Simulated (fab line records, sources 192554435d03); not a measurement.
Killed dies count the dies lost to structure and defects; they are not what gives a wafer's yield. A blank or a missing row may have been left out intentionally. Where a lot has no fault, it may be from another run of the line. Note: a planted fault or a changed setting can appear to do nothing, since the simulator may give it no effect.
fab line records    flow n5Finfet
[record] lots = 24  wafers = 72  lastDay = 17
route steps=1938 shown BEOL_M2@880
lots untouched by any fault: they come from a run of this same line in which no faults occurred
startH: the number of hours between the record's first day and the start of the first shown wafer of the lot    waitH: hours from the lot's prior step to this one    " same as the row above    L1.1+2: a single row standing in for several wafers    - value missing, or start not given    * or withheld: withheld    < > ~ a bound
route shown NAME@n: NAME is a module with steps in the file, n the number in the route of the first one    usual: mean/standard deviation taken from wafers without a fault    same: alike in all rows    chamber/n: place in a boat    sites: the reading at each site    _std_site: standard deviation of those values    _edge_site: outer sites' mean less inner sites'    radiusMm: how far each site lies from the wafer's centre    mask NAME#n: copy n    behind: tool/chamber where the wafer was last shaped    hold: reason for holding the lot/hours on hold/outcome of the hold    device: the transistor (n, p or np) that didn't switch    end of line: at the end of the route, the tests of the same wafers    a step without rows: its recipe alone    killed: count of dies lost to structure and defects at first sort (not the wafer's yield)    map: a wafer's dies, x killed, . not, _ none there
set.NAME: the setting as run; set.NAME@STEP: as run at that earlier step    model.NAME: the simulator's own value behind a step, which no gauge read
route steps across a sampled set of lots; one table per step, one row per wafer
services: from which hour (startH, from the record's first day; less than 0 if before it) a tool's chamber was out of use, for how many hours, and why
[[steps]]
[step N5_BEOL_M2_ETCH_77]
[recipe] chemistry = N2/H2  target = underlayer  targetDepthA = 65  maskMaterial = CAR-EUV  timeS = 5.2  ionEnergyEv = 200  pressureMtorr = 30  sourceW = 840  biasW = 150  n2FlowSccm = 200  h2FlowSccm = 200  ends = cleared
[usual] drypumpMotorCurrentA = 5.8/0.34  etchRfOnTimeS = 5.17/0.074  h2FlowSccm = 200.1/0.57  oesProductAu = 0.66/0.07  rfVppV = 524.7/2.3  showerheadPlenumPTorr = 2.57/0.077  throttleValvePct = 17.9/0.3
lot.wafer  tool        chamber  startH  waitH  drypumpMotorCurrentA  etchRfOnTimeS  h2FlowSccm  oesProductAu  rfHoursCounterH  rfVppV  showerheadPlenumPTorr  throttleValvePct
L074.4     rieDiel-04  3        130.95  0.0    6.3                   5.18           200.4       0.65          -                524.5   2.54                   18.1
L074.5     "           1        "       "      6.5                   5.21           200.0       0.59          -                525.8   2.62                   18.1
L074.6     "           0        "       "      6.3                   5.19           200.1       0.62          -                527.6   2.63                   18.0
L075.1     rieDiel-04  2        137.19  0.0    6.1                   5.26           200.1       0.65          148              524.4   2.55                   18.4
L075.3     "           3        "       "      6.3                   5.14           199.9       0.65          163              521.3   2.54                   18.1
L075.6     "           0        "       "      6.3                   5.25           199.8       0.60          -                526.9   2.63                   18.0
L076.1     rieDiel-05  0        148.70  0.0    5.7                   5.10           200.8       0.75          28               527.2   2.70                   17.4
L076.3     "           3        "       "      5.8                   5.04           199.0       0.72          43               522.7   2.47                   17.6
L076.5     "           1        "       "      5.5                   5.22           199.7       0.61          -                526.2   2.65                   18.0
L077.1     rieDiel-04  1        149.95  0.0    6.4                   5.20           201.2       0.58          236              526.0   2.62                   18.1
L077.2     "           0        "       "      6.3                   5.23           200.2       0.60          218              525.7   2.63                   18.0
L077.5     "           0        "       "      6.3                   5.13           200.8       0.61          -                524.6   2.63                   18.0
L078.1     rieDiel-05  3        158.08  0.0    5.8                   5.08           200.5       0.73          46               521.5   2.47                   17.6
L078.3     "           1        "       "      5.5                   5.24           200.3       0.60          179              526.4   2.65                   18.0
L078.5     "           3        "       "      5.8                   5.10           199.3       0.74          -                523.5   2.47                   17.6
L079.2     rieDiel-04  3        161.95  0.0    6.3                   5.11           199.6       0.64          171              523.7   2.54                   18.1
L079.4     "           1        "       "      6.5                   5.16           200.9       0.58          239              524.4   2.61                   18.1
L079.5     "           2        "       "      6.1                   5.23           200.4       0.64          -                521.6   2.55                   18.4
L080.1     rieDiel-03  2        166.82  0.0    5.8                   5.20           200.8       0.76          45               529.6   2.69                   17.5
L080.4     "           1        "       "      5.4                   5.11           200.5       0.64          161              521.5   2.43                   17.5
L080.6     "           0        "       "      5.7                   5.24           200.5       0.59          -                526.7   2.61                   18.1
L081.3     rieDiel-05  0        177.14  0.0    5.6                   5.07           200.1       0.74          38               529.3   2.69                   17.4
L081.4     "           3        "       "      5.8                   5.05           199.1       0.73          52               523.1   2.46                   17.6
L081.5     "           0        "       "      5.6                   5.09           200.2       0.74          -                526.7   2.69                   17.4
L082.2     rieDiel-04  1        183.63  0.0    6.4                   5.19           200.2       0.59          245              525.1   2.61                   18.1
L082.3     "           2        "       "      6.1                   5.26           199.9       0.64          164              521.7   2.55                   18.4
L082.6     "           1        "       "      6.4                   5.14           199.4       0.59          -                526.9   2.61                   18.1
L083.3     rieDiel-05  2        197.98  0.0    5.5                   5.19           200.5       0.72          58               523.8   2.57                   17.7
L083.4     "           3        "       "      5.8                   5.12           200.1       0.70          59               522.0   2.46                   17.6
L083.5     "           1        "       "      5.5                   5.26           200.0       0.60          -                525.5   2.64                   18.0
L084.4     rieDiel-04  0        201.14  0.0    6.3                   5.17           199.9       0.61          -                524.8   2.62                   18.0
L084.5     "           2        "       "      6.1                   5.29           200.8       0.63          -                524.6   2.54                   18.4
L084.6     "           3        "       "      6.2                   5.10           201.8       0.65          -                525.8   2.53                   18.1
L085.2     rieDiel-03  3        202.00  0.0    5.5                   5.25           199.6       0.59          187              522.3   2.53                   18.1
L085.4     "           0        "       "      5.7                   5.27           199.9       0.57          240              527.1   2.61                   18.2
L085.5     "           0        "       "      5.7                   5.25           200.0       0.57          -                525.2   2.61                   18.1
L086.1     rieDiel-03  3        204.75  0.0    5.5                   5.24           200.0       0.62          188              524.6   2.53                   18.2
L086.2     "           1        "       "      5.4                   5.09           200.6       0.64          175              519.1   2.43                   17.5
L086.6     "           3        "       "      5.5                   5.23           200.2       0.61          -                521.6   2.53                   18.1
L087.1     rieDiel-03  1        205.07  0.0    5.4                   5.11           200.0       0.64          175              521.1   2.43                   17.5
L087.2     "           2        "       "      5.8                   5.09           200.5       0.74          56               527.6   2.69                   17.5
L087.3     "           3        "       "      5.5                   5.23           200.1       0.60          188              522.9   2.53                   18.2
L088.1     rieDiel-04  2        220.95  0.0    6.1                   5.26           200.0       0.63          179              525.8   2.54                   18.4
L088.4     "           1        "       "      6.4                   5.11           199.8       0.84          3                525.0   2.61                   17.7
L088.5     "           3        "       "      6.2                   5.14           200.1       0.63          -                523.5   2.53                   18.1
L089.1     rieDiel-03  0        226.19  0.0    5.6                   5.29           200.6       0.56          248              523.8   2.61                   18.2
L089.3     "           3        "       "      5.5                   5.24           198.9       0.60          195              521.9   2.52                   18.2
L089.6     "           2        "       "      5.8                   5.15           199.8       0.75          -                529.1   2.68                   17.5
L090.3     rieDiel-03  3        233.25  0.0    5.5                   5.19           198.9       0.61          198              524.4   2.52                   18.2
L090.4     "           3        "       "      5.6                   5.20           199.4       0.60          -                524.0   2.52                   18.2
L090.6     "           2        "       "      5.8                   5.09           200.2       0.73          -                526.3   2.68                   17.5
L091.1     rieDiel-03  2        237.07  0.0    5.8                   5.16           199.7       0.73          68               527.4   2.68                   17.5
L091.2     "           1        "       "      5.4                   5.12           200.8       0.63          186              523.1   2.42                   17.5
L091.6     "           1        "       "      5.4                   5.13           200.6       0.63          -                521.8   2.42                   17.5
L092.1     rieDiel-03  2        253.52  0.0    5.8                   5.27           199.8       0.72          75               527.8   2.68                   17.5
L092.2     "           3        "       "      5.5                   5.28           199.5       0.60          207              521.5   2.52                   18.2
L092.3     "           1        "       "      5.4                   5.19           199.0       0.61          195              519.1   2.42                   17.5
L093.3     rieDiel-04  2        255.09  0.0    6.1                   5.23           200.2       0.62          193              524.8   2.53                   18.4
L093.4     "           1        "       "      6.4                   5.08           199.5       0.80          -                524.7   2.60                   17.8
L093.6     "           2        "       "      6.1                   5.23           200.2       0.62          -                524.9   2.53                   18.4
L094.1     rieDiel-03  1        256.18  0.0    5.4                   5.04           200.1       0.62          195              520.7   2.42                   17.5
L094.4     "           0        "       "      5.7                   5.01           200.6       0.86          4                527.0   2.60                   17.8
L094.6     "           3        "       "      5.5                   5.22           200.5       0.60          -                522.3   2.52                   18.2
L095.1     rieDiel-05  2        259.88  0.0    5.5                   5.13           200.3       0.71          82               524.1   2.56                   17.8
L095.4     "           3        "       "      5.8                   5.02           200.8       0.69          -                521.4   2.45                   17.7
L095.5     "           2        "       "      5.5                   5.15           199.9       0.69          -                524.9   2.56                   17.8
L097.2     rieDiel-05  2        270.70  0.0    5.5                   5.13           199.7       0.70          86               524.1   2.56                   17.8
L097.3     "           3        "       "      5.8                   5.01           200.2       0.69          88               522.0   2.45                   17.7
L097.6     "           0        "       "      5.7                   5.05           199.5       0.71          -                530.1   2.68                   17.5
L096.3     rieDiel-04  3        279.39  0.0    6.3                   5.13           198.8       0.62          216              525.1   2.52                   18.2
L096.4     "           1        "       "      6.4                   5.07           199.1       0.78          27               525.5   2.60                   17.7
L096.6     "           3        "       "      6.2                   5.11           201.0       0.62          -                523.0   2.52                   18.2
[step N5_BEOL_M2_ALD_84]
[recipe] material = TaN  targetThkA = *  tempC = 275  aldPrecursorFamily = PDMAT  aldCoReactant = NH3  pressureTorr = 3  carrierFlowSccm = 1500  pulseTimeS = 2  purgeTimeS = 3  coReactantPurgeTimeS = 2  coReactantPulseTimeS = 3  aldCycles = 30  precursorVesselTempC = 75  precursorVesselPressureTorr = 26.25  precursorVesselCarrierSccm = 1000
[usual] heaterPowerOuterW = 233/18  heaterPowerW = 417/24  precursorVesselPressureTorr = 26.25/0.051  susceptorTempC = 274.99/0.2
[same] purgeTimeS = 3
lot.wafer  tool         chamber  startH  waitH  heaterPowerOuterW  heaterPowerW  precursorVesselPressureTorr  susceptorTempC
L074.4     aldMetal-03  1        131.85  0.0    251                435           26.24                        275.06
L074.5     "            2        "       "      202                376           26.34                        274.72
L074.6     "            3        "       "      216                393           26.21                        274.95
L075.1     aldMetal-01  1        143.98  0.0    222                408           26.23                        275.19
L075.3     "            2        "       "      229                416           26.29                        275.22
L075.6     "            3        "       "      235                393           26.25                        274.54
L076.1     aldMetal-03  0        150.36  0.0    236                440           26.30                        275.14
L076.3     "            2        "       "      206                386           26.28                        274.99
L076.5     "            0        "       "      241                423           26.26                        274.95
L077.1     aldMetal-03  2        151.82  0.0    202                381           26.22                        275.10
L077.2     "            3        "       "      215                386           26.22                        274.87
L077.5     "            3        "       "      217                389           26.27                        274.92
L078.1     aldMetal-01  3        168.03  0.1    232                407           26.30                        275.07
L078.3     "            2        "       "      235                417           26.31                        275.09
L078.5     "            0        "       "      268                426           26.32                        274.63
L079.2     aldMetal-02  1        169.24  0.1    233                426           26.29                        275.39
L079.4     "            0        "       "      254                472           26.26                        275.03
L079.5     "            0        "       "      253                477           26.29                        274.95
L080.1     aldMetal-03  1        171.91  0.0    251                441           26.18                        275.34
L080.4     "            2        "       "      207                381           26.21                        275.28
L080.6     "            3        "       "      216                396           26.33                        274.84
L081.3     aldMetal-02  2        179.01  0.1    232                408           26.22                        274.84
L081.4     "            1        "       "      232                417           26.27                        275.06
L081.5     "            3        "       "      221                410           26.27                        275.00
L082.2     aldMetal-03  2        191.78  0.1    197                385           26.27                        275.23
L082.3     "            1        "       "      261                451           26.26                        275.10
L082.6     "            0        "       "      247                438           26.31                        274.93
L083.3     aldMetal-01  2        200.38  0.0    228                422           26.28                        274.96
L083.4     "            0        "       "      263                439           26.24                        274.86
L083.5     "            2        "       "      231                418           26.30                        274.67
L084.4     aldMetal-01  3        203.70  0.1    237                401           26.24                        275.00
L084.5     "            0        "       "      260                433           26.25                        274.60
L084.6     "            1        "       "      224                399           26.23                        274.77
L085.2     aldMetal-02  0        204.48  0.2    252                478           26.16                        274.91
L085.4     "            1        "       "      229                417           26.24                        274.71
L085.5     "            2        "       "      228                397           26.19                        275.28
L086.1     aldMetal-03  1        212.10  0.1    255                446           26.25                        275.19
L086.2     "            3        "       "      215                383           26.27                        275.27
L086.6     "            2        "       "      200                378           26.32                        274.78
L087.1     aldMetal-02  3        212.17  0.0    225                404           26.24                        274.88
L087.2     "            1        "       "      235                413           26.30                        274.79
L087.3     "            0        "       "      246                472           26.27                        275.07
L088.1     aldMetal-01  1        221.90  0.0    229                405           26.37                        275.01
L088.4     "            2        "       "      237                408           26.24                        274.85
L088.5     "            1        "       "      226                410           26.28                        274.96
L089.1     aldMetal-03  2        227.29  0.0    201                393           26.23                        274.80
L089.3     "            1        "       "      262                435           26.23                        275.22
L089.6     "            1        "       "      259                441           26.32                        275.14
L090.3     aldMetal-03  1        242.08  0.3    246                448           26.25                        274.91
L090.4     "            3        "       "      212                399           26.33                        275.24
L090.6     "            2        "       "      202                385           26.27                        274.98
L091.1     aldMetal-03  0        248.92  0.0    241                438           26.33                        275.15
L091.2     "            2        "       "      205                368           26.11                        274.96
L091.6     "            3        "       "      224                394           26.19                        274.65
L092.1     aldMetal-01  0        254.65  0.0    264                438           26.28                        275.03
L092.2     "            3        "       "      233                406           26.25                        275.21
L092.3     "            1        "       "      224                408           26.11                        274.81
L093.3     aldMetal-02  2        257.59  0.2    226                402           26.21                        275.03
L093.4     "            0        "       "      257                475           26.17                        274.92
L093.6     "            1        "       "      228                416           26.21                        274.61
L094.1     aldMetal-03  3        260.53  0.0    222                403           26.20                        274.82
L094.4     "            2        "       "      202                381           26.33                        275.01
L094.6     "            0        "       "      243                424           26.28                        275.05
L095.1     aldMetal-02  0        262.88  0.1    254                471           26.30                        275.14
L095.4     "            2        "       "      226                406           26.25                        275.26
L095.5     "            2        "       "      230                406           26.26                        274.90
L097.2     aldMetal-01  0        272.46  0.1    265                432           26.31                        275.16
L097.3     "            2        "       "      234                411           26.28                        274.89
L097.6     "            0        "       "      267                451           26.25                        275.01
L096.3     aldMetal-02  3        282.71  0.1    220                423           26.27                        274.95
L096.4     "            0        "       "      252                461           26.30                        275.06
L096.6     "            0        "       "      249                455           26.28                        275.34
[step N5_BEOL_M2_SPUTTER_88]
[recipe] material = Cu  targetThkA = 45  tempC = -20  chamberPressurePa = 0.07  powerW = withheld  timeS = 8.29
[usual] susceptorTempC = -20.00/0.11  throttleValvePct = 30.0/0.92
lot.wafer  tool           chamber  startH  waitH  susceptorTempC  throttleValvePct
L074.4     pvdSputter-01  -        133.39  0.1    -20.13          32.1
L074.5     "              -        "       "      -20.09          30.0
L074.6     "              -        "       "      -20.08          31.0
L075.1     pvdSputter-01  -        145.31  0.1    -20.02          32.1
L075.3     "              -        "       "      -20.07          29.8
L075.6     "              -        "       "      -19.99          29.9
L076.1     pvdSputter-03  -        151.82  0.1    -19.94          29.2
L076.3     "              -        "       "      -19.99          29.9
L076.5     "              -        "       "      -19.92          30.0
L077.1     pvdSputter-01  -        153.15  0.1    -20.11          30.2
L077.2     "              -        "       "      -19.98          31.9
L077.5     "              -        "       "      -19.94          30.6
L078.1     pvdSputter-03  -        169.47  0.1    -19.99          30.1
L078.3     "              -        "       "      -20.21          31.9
L078.5     "              -        "       "      -20.12          29.8
L079.2     pvdSputter-03  -        171.67  0.1    -20.07          29.7
L079.4     "              -        "       "      -19.81          29.8
L079.5     "              -        "       "      -19.98          29.7
L080.1     pvdSputter-03  -        173.59  0.1    -19.93          31.9
L080.4     "              -        "       "      -20.16          29.1
L080.6     "              -        "       "      -19.83          29.8
L081.3     pvdSputter-02  -        180.71  0.1    -19.88          29.3
L081.4     "              -        "       "      -20.09          29.8
L081.5     "              -        "       "      -20.08          29.3
L082.2     pvdSputter-01  -        193.26  0.1    -20.01          30.5
L082.3     "              -        "       "      -20.00          30.0
L082.6     "              -        "       "      -20.16          29.8
L083.3     pvdSputter-02  -        202.03  0.1    -19.94          28.9
L083.4     "              -        "       "      -19.98          29.1
L083.5     "              -        "       "      -20.00          29.0
L084.4     pvdSputter-02  -        205.18  0.1    -19.77          29.3
L084.5     "              -        "       "      -20.06          28.9
L084.6     "              -        "       "      -20.03          29.3
L085.2     pvdSputter-01  -        206.02  0.1    -20.23          29.9
L085.4     "              -        "       "      -19.89          30.1
L085.5     "              -        "       "      -19.94          31.8
L086.1     pvdSputter-02  -        213.63  0.1    -19.88          29.1
L086.2     "              -        "       "      -19.97          29.0
L086.6     "              -        "       "      -20.04          29.2
L087.1     pvdSputter-01  -        213.87  0.1    -20.04          32.2
L087.2     "              -        "       "      -19.88          30.7
L087.3     "              -        "       "      -20.04          29.8
L088.1     pvdSputter-03  -        223.38  0.1    -19.90          29.2
L088.4     "              -        "       "      -20.10          30.2
L088.5     "              -        "       "      -20.03          29.8
L089.1     pvdSputter-02  -        229.00  0.1    -19.91          29.6
L089.3     "              -        "       "      -20.16          28.9
L089.6     "              -        "       "      -19.98          29.1
L090.3     pvdSputter-03  -        243.57  0.1    -19.99          30.0
L090.4     "              -        "       "      -19.89          29.5
L090.6     "              -        "       "      -19.87          31.8
L091.1     pvdSputter-02  -        250.31  0.1    -19.97          29.0
L091.2     "              -        "       "      -19.91          30.0
L091.6     "              -        "       "      -20.03          28.9
L092.1     pvdSputter-03  -        256.08  0.1    -20.05          31.9
L092.2     "              -        "       "      -20.03          29.8
L092.3     "              -        "       "      -19.85          30.2
L093.3     pvdSputter-03  -        259.05  0.1    -20.12          30.0
L093.4     "              -        "       "      -19.88          31.8
L093.6     "              -        "       "      -19.81          29.7
L094.1     pvdSputter-01  -        261.88  0.1    -20.03          30.0
L094.4     "              -        "       "      -20.24          31.7
L094.6     "              -        "       "      -19.99          29.9
L095.1     pvdSputter-03  -        264.37  0.1    -19.96          29.9
L095.4     "              -        "       "      -20.02          31.8
L095.5     "              -        "       "      -20.00          30.2
L097.2     pvdSputter-03  -        274.84  0.1    -19.89          29.9
L097.3     "              -        "       "      -20.08          29.8
L097.6     "              -        "       "      -20.10          29.9
L096.3     pvdSputter-02  -        284.45  0.1    -19.99          29.0
L096.4     "              -        "       "      -20.08          29.0
L096.6     "              -        "       "      -20.11          29.8
[step N5_BEOL_M2_ANNEAL_91]
[recipe] tempC = 400  timeS = 240  ambient = vacuum
[usual] heaterPowerW = 870/71  susceptorTempC = 400.01/0.22
lot.wafer  tool           chamber  startH  waitH  heaterPowerW  susceptorTempC
L074.4     pvdSputter-01  -        133.69  0.0    868           399.87
L074.5     "              -        "       "      843           400.09
L074.6     "              -        "       "      899           400.11
L075.1     pvdSputter-01  -        145.61  0.0    846           399.78
L075.3     "              -        "       "      867           399.92
L075.6     "              -        "       "      830           399.81
L076.1     pvdSputter-03  -        152.12  0.0    860           400.12
L076.3     "              -        "       "      824           400.28
L076.5     "              -        "       "      793           400.22
L077.1     pvdSputter-01  -        153.45  0.0    815           400.30
L077.2     "              -        "       "      879           400.07
L077.5     "              -        "       "      874           399.90
L078.1     pvdSputter-03  -        169.77  0.0    795           400.00
L078.3     "              -        "       "      951           399.97
L078.5     "              -        "       "      819           400.59
L079.2     pvdSputter-03  -        171.97  0.0    811           399.84
L079.4     "              -        "       "      806           399.99
L079.5     "              -        "       "      787           399.92
L080.1     pvdSputter-03  -        173.89  0.0    922           399.87
L080.4     "              -        "       "      853           400.16
L080.6     "              -        "       "      828           400.22
L081.3     pvdSputter-02  -        181.01  0.0    786           399.84
L081.4     "              -        "       "      1095          400.11
L081.5     "              -        "       "      921           400.44
L082.2     pvdSputter-01  -        193.56  0.0    875           399.89
L082.3     "              -        "       "      825           400.15
L082.6     "              -        "       "      846           399.86
L083.3     pvdSputter-02  -        202.33  0.0    862           400.33
L083.4     "              -        "       "      915           399.81
L083.5     "              -        "       "      914           400.02
L084.4     pvdSputter-02  -        205.48  0.0    791           400.03
L084.5     "              -        "       "      871           400.08
L084.6     "              -        "       "      925           400.05
L085.2     pvdSputter-01  -        206.32  0.0    842           400.12
L085.4     "              -        "       "      847           399.97
L085.5     "              -        "       "      868           400.26
L086.1     pvdSputter-02  -        213.93  0.0    790           399.80
L086.2     "              -        "       "      853           400.00
L086.6     "              -        "       "      889           399.48
L087.1     pvdSputter-01  -        214.17  0.0    853           400.14
L087.2     "              -        "       "      895           399.97
L087.3     "              -        "       "      832           399.82
L088.1     pvdSputter-03  -        223.68  0.0    897           399.95
L088.4     "              -        "       "      833           400.18
L088.5     "              -        "       "      793           399.74
L089.1     pvdSputter-02  -        229.30  0.0    891           399.84
L089.3     "              -        "       "      804           400.08
L089.6     "              -        "       "      803           400.27
L090.3     pvdSputter-03  -        243.87  0.0    821           400.17
L090.4     "              -        "       "      802           400.18
L090.6     "              -        "       "      959           400.11
L091.1     pvdSputter-02  -        250.61  0.0    866           400.04
L091.2     "              -        "       "      1107          399.83
L091.6     "              -        "       "      887           399.93
L092.1     pvdSputter-03  -        256.38  0.0    935           400.25
L092.2     "              -        "       "      810           399.90
L092.3     "              -        "       "      814           399.78
L093.3     pvdSputter-03  -        259.35  0.0    791           400.01
L093.4     "              -        "       "      946           400.14
L093.6     "              -        "       "      818           400.28
L094.1     pvdSputter-01  -        262.18  0.0    845           400.34
L094.4     "              -        "       "      847           400.04
L094.6     "              -        "       "      838           399.99
L095.1     pvdSputter-03  -        264.67  0.0    810           400.14
L095.4     "              -        "       "      953           400.03
L095.5     "              -        "       "      807           400.10
L097.2     pvdSputter-03  -        275.14  0.0    841           400.35
L097.3     "              -        "       "      810           400.30
L097.6     "              -        "       "      810           400.26
L096.3     pvdSputter-02  -        284.75  0.0    799           400.11
L096.4     "              -        "       "      878           400.10
L096.6     "              -        "       "      1050          399.66
[step N5_BEOL_M2_ANNEAL_93]
[recipe] tempC = 400  timeS = 240  ambient = vacuum
[usual] heaterPowerW = 871/70  susceptorTempC = 399.98/0.23
lot.wafer  tool           chamber  startH  waitH  heaterPowerW  susceptorTempC
L074.4     pvdSputter-01  -        133.91  0.0    843           399.98
L074.5     "              -        "       "      855           399.69
L074.6     "              -        "       "      913           400.35
L075.1     pvdSputter-01  -        145.83  0.0    853           399.78
L075.3     "              -        "       "      830           399.92
L075.6     "              -        "       "      849           399.90
L076.1     pvdSputter-03  -        152.34  0.0    867           400.19
L076.3     "              -        "       "      820           400.33
L076.5     "              -        "       "      787           400.30
L077.1     pvdSputter-01  -        153.67  0.0    843           399.77
L077.2     "              -        "       "      857           399.94
L077.5     "              -        "       "      892           400.04
L078.1     pvdSputter-03  -        169.99  0.0    827           399.89
L078.3     "              -        "       "      945           399.81
L078.5     "              -        "       "      815           400.09
L079.2     pvdSputter-03  -        172.19  0.0    818           400.15
L079.4     "              -        "       "      797           399.90
L079.5     "              -        "       "      807           399.94
L080.1     pvdSputter-03  -        174.11  0.0    950           399.84
L080.4     "              -        "       "      855           399.56
L080.6     "              -        "       "      804           399.62
L081.3     pvdSputter-02  -        181.23  0.0    796           400.18
L081.4     "              -        "       "      1090          400.38
L081.5     "              -        "       "      906           399.93
L082.2     pvdSputter-01  -        193.78  0.0    895           399.76
L082.3     "              -        "       "      841           399.74
L082.6     "              -        "       "      840           399.95
L083.3     pvdSputter-02  -        202.55  0.0    857           400.33
L083.4     "              -        "       "      911           399.55
L083.5     "              -        "       "      912           399.82
L084.4     pvdSputter-02  -        205.70  0.0    789           399.96
L084.5     "              -        "       "      868           400.15
L084.6     "              -        "       "      932           400.35
L085.2     pvdSputter-01  -        206.54  0.0    866           399.98
L085.4     "              -        "       "      856           399.63
L085.5     "              -        "       "      865           400.07
L086.1     pvdSputter-02  -        214.15  0.0    814           399.85
L086.2     "              -        "       "      859           400.10
L086.6     "              -        "       "      917           400.24
L087.1     pvdSputter-01  -        214.39  0.0    869           400.12
L087.2     "              -        "       "      873           399.75
L087.3     "              -        "       "      849           399.53
L088.1     pvdSputter-03  -        223.90  0.0    878           400.46
L088.4     "              -        "       "      794           400.39
L088.5     "              -        "       "      814           399.60
L089.1     pvdSputter-02  -        229.52  0.0    919           399.56
L089.3     "              -        "       "      793           399.96
L089.6     "              -        "       "      800           400.05
L090.3     pvdSputter-03  -        244.09  0.0    778           400.15
L090.4     "              -        "       "      826           399.88
L090.6     "              -        "       "      929           399.98
L091.1     pvdSputter-02  -        250.83  0.0    868           399.86
L091.2     "              -        "       "      1069          399.68
L091.6     "              -        "       "      867           400.20
L092.1     pvdSputter-03  -        256.60  0.0    926           399.79
L092.2     "              -        "       "      793           400.18
L092.3     "              -        "       "      829           399.54
L093.3     pvdSputter-03  -        259.57  0.0    806           400.17
L093.4     "              -        "       "      947           400.02
L093.6     "              -        "       "      830           399.69
L094.1     pvdSputter-01  -        262.40  0.0    848           399.97
L094.4     "              -        "       "      839           399.54
L094.6     "              -        "       "      864           400.24
L095.1     pvdSputter-03  -        264.89  0.0    808           400.29
L095.4     "              -        "       "      949           400.34
L095.5     "              -        "       "      821           400.36
L097.2     pvdSputter-03  -        275.36  0.0    792           399.96
L097.3     "              -        "       "      807           399.77
L097.6     "              -        "       "      814           399.80
L096.3     pvdSputter-02  -        284.97  0.0    798           399.61
L096.4     "              -        "       "      836           399.99
L096.6     "              -        "       "      1068          400.20
[step N5_BEOL_M2_SPUTTER_96]
[recipe] material = Cu  targetThkA = 45  tempC = -20  chamberPressurePa = 0.07  powerW = withheld  timeS = 8.29
[usual] susceptorTempC = -19.98/0.12  throttleValvePct = 30.0/0.91
lot.wafer  tool           chamber  startH  waitH  susceptorTempC  throttleValvePct
L074.4     pvdSputter-01  -        134.27  0.1    -19.90          31.8
L074.5     "              -        "       "      -19.81          29.8
L074.6     "              -        "       "      -20.08          30.9
L075.1     pvdSputter-01  -        146.19  0.1    -20.14          31.7
L075.3     "              -        "       "      -20.10          29.8
L075.6     "              -        "       "      -20.25          30.0
L076.1     pvdSputter-03  -        152.70  0.1    -20.22          29.2
L076.3     "              -        "       "      -20.11          30.0
L076.5     "              -        "       "      -20.11          29.8
L077.1     pvdSputter-01  -        154.03  0.1    -20.13          30.0
L077.2     "              -        "       "      -19.80          31.6
L077.5     "              -        "       "      -19.91          30.4
L078.1     pvdSputter-03  -        170.35  0.1    -19.83          30.1
L078.3     "              -        "       "      -19.92          31.6
L078.5     "              -        "       "      -19.98          29.6
L079.2     pvdSputter-03  -        172.55  0.1    -20.10          29.6
L079.4     "              -        "       "      -20.07          30.0
L079.5     "              -        "       "      -19.77          29.8
L080.1     pvdSputter-03  -        174.47  0.1    -20.09          31.8
L080.4     "              -        "       "      -20.04          29.2
L080.6     "              -        "       "      -19.81          29.8
L081.3     pvdSputter-02  -        181.59  0.1    -20.08          29.4
L081.4     "              -        "       "      -20.04          29.8
L081.5     "              -        "       "      -20.10          29.2
L082.2     pvdSputter-01  -        194.14  0.1    -19.98          30.7
L082.3     "              -        "       "      -20.08          30.0
L082.6     "              -        "       "      -19.97          29.7
L083.3     pvdSputter-02  -        202.91  0.1    -19.94          29.1
L083.4     "              -        "       "      -19.95          29.0
L083.5     "              -        "       "      -19.90          28.8
L084.4     pvdSputter-02  -        206.06  0.1    -19.99          29.3
L084.5     "              -        "       "      -20.05          29.0
L084.6     "              -        "       "      -19.88          28.9
L085.2     pvdSputter-01  -        206.90  0.1    -19.91          30.0
L085.4     "              -        "       "      -19.91          29.9
L085.5     "              -        "       "      -19.87          31.8
L086.1     pvdSputter-02  -        214.51  0.1    -19.88          29.2
L086.2     "              -        "       "      -19.76          29.1
L086.6     "              -        "       "      -19.92          29.2
L087.1     pvdSputter-01  -        214.75  0.1    -20.01          31.9
L087.2     "              -        "       "      -19.97          30.8
L087.3     "              -        "       "      -19.93          29.8
L088.1     pvdSputter-03  -        224.26  0.1    -20.03          29.3
L088.4     "              -        "       "      -19.94          30.2
L088.5     "              -        "       "      -19.90          29.8
L089.1     pvdSputter-02  -        229.88  0.1    -20.11          28.8
L089.3     "              -        "       "      -20.03          29.2
L089.6     "              -        "       "      -20.08          29.5
L090.3     pvdSputter-03  -        244.45  0.1    -19.90          29.8
L090.4     "              -        "       "      -19.94          29.8
L090.6     "              -        "       "      -20.00          31.8
L091.1     pvdSputter-02  -        251.19  0.1    -19.89          28.7
L091.2     "              -        "       "      -19.84          30.0
L091.6     "              -        "       "      -19.67          28.8
L092.1     pvdSputter-03  -        256.96  0.1    -20.10          31.8
L092.2     "              -        "       "      -19.94          29.7
L092.3     "              -        "       "      -20.04          30.0
L093.3     pvdSputter-03  -        259.93  0.1    -20.18          30.1
L093.4     "              -        "       "      -19.88          31.6
L093.6     "              -        "       "      -19.89          29.5
L094.1     pvdSputter-01  -        262.76  0.1    -19.97          29.7
L094.4     "              -        "       "      -19.97          31.8
L094.6     "              -        "       "      -19.85          29.9
L095.1     pvdSputter-03  -        265.25  0.1    -20.11          29.8
L095.4     "              -        "       "      -19.94          32.1
L095.5     "              -        "       "      -19.96          30.0
L097.2     pvdSputter-03  -        275.72  0.1    -20.14          30.1
L097.3     "              -        "       "      -19.78          29.5
L097.6     "              -        "       "      -19.85          29.7
L096.3     pvdSputter-02  -        285.33  0.1    -19.96          29.4
L096.4     "              -        "       "      -19.94          28.8
L096.6     "              -        "       "      -19.99          30.2
[[services]]
tool           chamber  startH  hours  kind
rieDiel-03     -        112.50  2.8    repair
rieDiel-04     2        116.92  6.0    repair
pvdSputter-03  -        131.77  0.5    repair
pvdSputter-03  -        135.06  2.9    repair
aldMetal-02    -        156.57  0.7    repair
aldMetal-01    -        160.28  0.9    repair
rieDiel-04     1        198.07  -      clean
rieDiel-04     1        198.07  -      consumableReplace:focusRing
rieDiel-04     1        198.07  16.8   scheduledDown
rieDiel-04     1        198.07  16.8   ventCycle
rieDiel-05     0        219.57  8.4    repair
rieDiel-03     0        230.47  -      clean
rieDiel-03     0        230.47  -      consumableReplace:focusRing
rieDiel-03     0        230.47  17.0   scheduledDown
rieDiel-03     0        230.47  17.0   ventCycle
rieDiel-05     2        241.26  2.6    repair
rieDiel-04     0        242.74  -      clean
rieDiel-04     0        242.74  -      consumableReplace:focusRing
rieDiel-04     0        242.74  14.2   scheduledDown
rieDiel-04     0        242.74  14.2   ventCycle
rieDiel-05     0        255.58  11.1   repair
rieDiel-04     0        266.18  6.3    repair
[[key]]
fault none
